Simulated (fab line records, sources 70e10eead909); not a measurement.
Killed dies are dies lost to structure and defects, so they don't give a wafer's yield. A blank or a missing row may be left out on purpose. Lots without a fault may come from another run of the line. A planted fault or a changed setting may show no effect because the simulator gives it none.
Chamber matching | flow nand_harc | NHARC_A_ZERO_WELL_ETCH_19 on rie_diel-02: 4 sister chambers
The step etches the open film in N2/H2, target depth 80 nm, overetch 24 nm, time 87.88 s. 8 wafers are shown with their chamber, then 7 later ones without.

WAFERS WITH THEIR CHAMBER
wafer  | chamber | drypump_motor_current_A (A) | rf_vpp_V (V)
L082.3 | 1       | 6.5                         | 428.7
L083.3 | 2       | 5.9                         | 433.9
L083.4 | 0       | 5.9                         | 435.2
L086.1 | 1       | 6.5                         | 428.9
L086.2 | 3       | 5.8                         | 429.8
L086.4 | 0       | 6.0                         | 434.5
L087.2 | 2       | 5.9                         | 434.2
L087.3 | 3       | 5.8                         | 432.0

WAFERS WITHOUT THEIR CHAMBER
wafer  | drypump_motor_current_A (A) | rf_vpp_V (V)
L087.4 | 5.9                         | 434.9
L095.1 | 5.8                         | 429.7
L095.4 | 6.5                         | 428.3
L095.6 | 5.9                         | 433.9
L097.2 | 6.5                         | 428.9
L097.4 | 5.8                         | 431.0
L097.5 | 5.8                         | 430.9

WHICH CHAMBER EACH WENT THROUGH
wafer  | from the rows above     | in truth
L087.4 | can't be placed: 2 or 0 | 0
L095.1 | 3                       | 3
L095.4 | 1                       | 1
L095.6 | can't be placed: 2 or 0 | 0
L097.2 | 1                       | 1
L097.4 | 3                       | 3
L097.5 | 3                       | 3
Placed correctly: 5 of 7. Can't be placed from these rows: 2 (the true chamber is among the candidates in 2). Placed wrongly: 0.
How it was worked out, from the rows above alone: a wafer's distance from a chamber is the root of the sum, over the readings, of the square of ((its reading less the chamber's mean) divided by the reading's scatter). The wafer belongs to the nearest chamber; if the next one is less than 2 further off, it can't be placed. A chamber's mean is the mean of its shown wafers. The scatter: the root of (the sum of the squares of (reading less its chamber's mean) over the shown wafers, divided by (wafers less chambers)).
